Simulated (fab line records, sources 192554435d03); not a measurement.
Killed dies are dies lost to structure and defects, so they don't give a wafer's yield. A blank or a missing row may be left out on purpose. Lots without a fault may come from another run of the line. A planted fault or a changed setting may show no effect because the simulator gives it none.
Split-lot experiment | flow n5_finfet | 7 lots, 21 wafers read, on a route of 1938 steps

THE SPLIT
At N5_BEOL_M11_VIA_ETCH_34 (etches SiCOH lowk in C4F6/O2, target depth 184.5 nm, time 69.2 s), the setting time_s was moved away from the recipe's 69.2 s on 8 of the 21 wafers read, by -19.0% to +14.7%. The other wafers ran this setting at the recipe's value.

The reading is taken at the split's own step.

THE READING
SOC_of_BEOL_M11_COAT_63.thk_nm (the simulator's own value, which no gauge read), in nm, at N5_BEOL_M11_VIA_ETCH_34 (etches SiCOH lowk in C4F6/O2, target depth 184.5 nm, time 69.2 s). The file gives no usual value for it. The 13 wafers here that ran the recipe average 91.9 nm, standard deviation 0.29 nm.

wafer  | tool, chamber at the split | time_s as run, s | against the recipe | SOC_of_BEOL_M11_COAT_63.thk_nm, nm | against lot-mates on the recipe
L078.2 | rie_diel-04, 1             | 69.2             | recipe             | 92                                 | -
L078.4 | rie_diel-04, 2             | 69.2             | recipe             | 91.8                               | -
L078.5 | rie_diel-04, 2             | 69.2             | recipe             | 91.6                               | -
L082.3 | rie_diel-02, 3             | 69.2             | recipe             | 91.6                               | -
L082.4 | rie_diel-02, 1             | 69.2             | recipe             | 91.8                               | -
L082.5 | rie_diel-02, 1             | 79.35            | +14.7%             | 90.2                               | -1.5
L087.2 | rie_diel-02, 1             | 65.2             | -5.8%              | 92.6                               | +0.4
L087.3 | rie_diel-02, 3             | 69.2             | recipe             | 92.2                               | -
L087.6 | rie_diel-02, 0             | 65.2             | -5.8%              | 92.4                               | +0.2
L089.2 | rie_diel-06, 1             | 62.96            | -9.0%              | 92                                 | +0.2
L089.3 | rie_diel-06, 0             | 69.2             | recipe             | 91.8                               | -
L089.5 | rie_diel-06, 0             | 62.96            | -9.0%              | 92.6                               | +0.8
L088.1 | rie_diel-04, 1             | 69.2             | recipe             | 92.2                               | -
L088.2 | rie_diel-04, 2             | 69.2             | recipe             | 92                                 | -
L088.3 | rie_diel-04, 0             | 78.02            | +12.7%             | 91.2                               | -0.9
L092.1 | rie_diel-06, 2             | 56.05            | -19.0%             | 93                                 | +1.6
L092.2 | rie_diel-06, 3             | 69.2             | recipe             | 91.4                               | -
L092.5 | rie_diel-06, 0             | 56.05            | -19.0%             | 93.4                               | +2.0
L095.1 | rie_diel-06, 2             | 69.2             | recipe             | 92.4                               | -
L095.4 | rie_diel-06, 1             | 69.2             | recipe             | 92.2                               | -
L095.6 | rie_diel-06, 3             | 69.2             | recipe             | 92.2                               | -

THE FIT
A straight line over all 21 wafers: SOC_of_BEOL_M11_COAT_63.thk_nm changes by -0.0737 nm for each +1% of time_s; r = -0.88; the points scatter about the line by 0.33 nm.
The same after taking each lot's own level away (the mean of its wafers on the recipe; 21 wafers): -0.087 nm for each +1%; r = -0.96; scatter 0.2 nm.
On that fit, the largest move of time_s shifts the reading by 1.7 nm.
The lots' own levels span 91.40 to 92.27 nm, that is 3.0 times the standard deviation above.
So the lot-to-lot level changes the slope: the two fits differ.
Check: with one of the wafers moved furthest among these (-19.0%) left out of the fit, the line predicts +1.63 nm for it against its lot-mates. It came out at +1.6 nm against them.

OTHER SPLITS ON THESE WAFERS
These wafers also went through other splits before the reading. Each is held against what the fit with the lots' levels taken away leaves over:
other split on the same wafers | wafers away from the commonest value | r with SOC_of_BEOL_M11_COAT_63.thk_nm (lot level and that fit taken away)
N5_BEOL_M7_ILD_DEP_00 time_s   | 8                                    | -0.19
N5_BEOL_M7_ETCH_41 source_w    | 9                                    | +0.32
N5_BEOL_M9_ILD_DEP_00 time_s   | 7                                    | -0.19
N5_BEOL_M10_COAT_22 spin_rpm   | 8                                    | +0.09
N5_BEOL_M10_EXPOSE_25 dose_mj  | 9                                    | +0.13
N5_BEOL_M11_EXPOSE_25 dose_mj  | 7                                    | -0.07

THE WHOLE CHAIN: every reading that the file lists as answering this split, in the file's order
step                    | what it does                                                     | reading                                                                         | change (the file's fit)                | r (the file's)
N5_BEOL_M11_VIA_ETCH_34 | etches SiCOH lowk in C4F6/O2, target depth 184.5 nm, time 69.2 s | etch.depth_nm (the simulator's own value, which no gauge read)                  | +2.05 nm for each +1% of the setting   | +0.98
N5_BEOL_M11_VIA_ETCH_34 | etches SiCOH lowk in C4F6/O2, target depth 184.5 nm, time 69.2 s | SOC_of_BEOL_M11_COAT_63.thk_nm (the simulator's own value, which no gauge read) | -0.0866 nm for each +1% of the setting | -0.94

THE FILE'S OWN FIT
SOC_of_BEOL_M11_COAT_63.thk_nm changes by -0.0866 nm for each +1% of time_s, r = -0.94.
